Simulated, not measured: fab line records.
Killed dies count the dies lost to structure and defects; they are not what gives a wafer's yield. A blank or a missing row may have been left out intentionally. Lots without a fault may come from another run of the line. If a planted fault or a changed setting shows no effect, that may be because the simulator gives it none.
Struck lot and sound lot, side by side || flow n5_finfet || 39 out of 1938 route steps
Sound: the wafers L408.2, L408.4, L408.5. Struck: wafer L417.5. (L417.4 of the same lot was not struck and is left out.) The cause comes at the end.
Each step with rows lists, per side, the tool, then ch with its chambers, then its first start. Under that, the readings that differ: sound wafers || struck wafers || difference of the means || sigmas: that difference in standard deviations of wafers without a fault.
alike: a reading whose means differ by less than 2 such deviations, as well as words and numbers matching on both sides. not compared: withheld readings; readings where some wafer has no value; bounds like >300 that might hide an equal value; numbers whose values overlap and for which the record gives no deviation.
Wherever a step has rows on one side only, a row that says differs or no value, or a row with sigmas, the two part there. Numbers that have no deviation but don't overlap get no sigmas and don't part them. Lack of a reading on every wafer of one side parts them only where that side has two or more wafers.

first, 9 steps without rows for these wafers: N5_BEOL_M4_ANNEAL_95 (time 240 s); N5_BEOL_M4_SPUTTER_96 (material Cu, target thk 4.5 nm, time 8.29 s); N5_BEOL_M4_ECD_50 (material Cu, target thk 300 nm); N5_BEOL_M4_ANNEAL_51 (time 90 s); N5_BEOL_M4_CMP_52 (polishes, stops on SiOC, t overpolish 6.8 s, target thk 40 nm); N5_BEOL_M4_PRE_CLEAN_60 (time 15 s); N5_BEOL_M4_CO_CAP_55 (material Co, precursor CCTBA/H2, target thk 2 nm, time 102.1 s); N5_BEOL_M4_PRE_CLEAN_56 (time 15 s); N5_BEOL_M4_DEP_57 (deposits SiCN from 3MS/NH3, target thk 8 nm, time 14 s).
N5_BEOL_M4_RC_MEAS_101:
  sound on prober-01 ch 0, day 9 08:32; struck on prober-02 ch 0, day 11 07:56
  alike: DIBL_N, DIBL_P, IOFF_N, IOFF_P, ION_N, ION_P, SS_N, SS_P, VT_N, VT_P
then, 24 steps without rows for these wafers: N5_BEOL_M5_ILD_DEP_00 (deposits SiCOH lowk from DEMS/porogen, target thk 140.64 nm, time 25.9 s); N5_BEOL_M5_CURE_79 (cures SiCOH lowk, time 240 s); N5_BEOL_M5_PECVD_70 (deposits SiO2 from TEOS/O2, target thk 16 nm, time 18 s); N5_BEOL_M5_HM_DEP_02 (deposits TiN, target thk 20 nm); N5_BEOL_M5_COAT_59 (time 60 s, resist thk 60 nm); N5_BEOL_M5_COAT_60 (time 60 s, resist thk 12 nm); N5_BEOL_M5_COAT_71 (time 60 s, resist thk 5 nm); N5_BEOL_M5_COAT_05 (resist thk 30 nm); N5_BEOL_M5_EBR_07; N5_BEOL_M5_SOFTBAKE_06 (time 60 s); N5_BEOL_M5_EXPOSE_08 (exposes mask M5, target cd 28 nm); N5_BEOL_M5_PEB_09 (peb time 60 s); N5_BEOL_M5_DEVELOP_10 (develop time 30 s); N5_BEOL_M5_DESCUM_16 (chemistry O2, time 7 s); N5_BEOL_M5_ETCH_72 (etches underlayer in N2/H2, target depth 6.5 nm, time 5.2 s); N5_BEOL_M5_ETCH_61 (etches SiARC in CF4, target depth 15.6 nm, time 26 s); N5_BEOL_M5_ETCH_62 (etches SOC in N2/H2, target depth 75 nm, overetch 15 nm, time 112.5 s); N5_BEOL_M5_STRIP_63 (strips in N2/H2); N5_BEOL_M5_STRIP_73 (strips in N2/H2); N5_BEOL_M5_STRIP_64 (strips in CF4); N5_BEOL_M5_HM_OPEN_17 (chemistry Cl2/BCl3, target TiN, target depth 20 nm, overetch 6 nm); N5_BEOL_M5_STRIP_19 (strips in O2); N5_BEOL_M5_COAT_65 (time 60 s, resist thk 60 nm); N5_BEOL_M5_COAT_66 (time 60 s, resist thk 12 nm).
-- here the record skips 2 days between the struck wafers' starts before and after, leaving off in module BEOL_M5 and picking up in module BEOL_M11 (first step shown: number 1554 of the route) --
N5_BEOL_M11_ETCH_62: etches SOC in N2/H2, target depth 110 nm, overetch 22 nm, time 165 s.
  sound on rie_diel-02 ch 1,2,3, day 11 16:39; struck on rie_diel-02 ch 1, day 13 14:46
{"reading": "model.etch.depth_nm (nm)", "sound": "100 100.2 100", "struck": 86.2, "difference": -13.9, "sigmas": ""}
{"reading": "model.SiARC_of_BEOL_M11_COAT_60.thk_nm (nm)", "sound": "24.2 23.6 23.4", "struck": 25.8, "difference": "+2.1", "sigmas": ""}
  alike: drypump_motor_current_A, h2_flow_sccm, oes_product_au, rf_vpp_V, showerhead_plenum_p_Torr, throttle_valve_pct
  not compared: bias_w, rf_hours_counter_h
N5_BEOL_M11_HM_OPEN_17: chemistry Cl2/BCl3, target TiN, target depth 20 nm, overetch 6 nm.
  sound on rie_metal-03 ch 0,1, day 11 16:50; struck on rie_metal-01 ch 0, day 13 14:59
{"reading": "oes_product_au (a.u.)", "sound": "0.71 0.52 0.52", "struck": 0.28, "difference": -0.30, "sigmas": -4}
{"reading": "throttle_valve_pct (%)", "sound": "21.89 22.43 22.43", "struck": 22.62, "difference": "+0.37", "sigmas": "+3"}
  alike: bias_w, drypump_motor_current_A
  not compared: rf_hours_counter_h
N5_BEOL_M11_CD_MEAS_18: pitch 140 nm, target cd 70 nm.
  struck on cd_sem-01, day 13 15:08; sound on cd_sem-02, day 11 17:02
  not compared: cd_nm
N5_BEOL_M11_OCD_MEAS_38:
  struck on ocd-02, day 13 18:08; sound on ocd-02, day 11 18:10
  not compared: trench_depth_nm
N5_PASSIVATION_PROBE_49:
  record: rows for the struck wafers here (prober-02, day 15 14:01), none for the sound ones

WHERE THEY PART
First at N5_BEOL_M11_HM_OPEN_17; last, within this record, at N5_PASSIVATION_PROBE_49.

WHY: the cause the simulator had injected
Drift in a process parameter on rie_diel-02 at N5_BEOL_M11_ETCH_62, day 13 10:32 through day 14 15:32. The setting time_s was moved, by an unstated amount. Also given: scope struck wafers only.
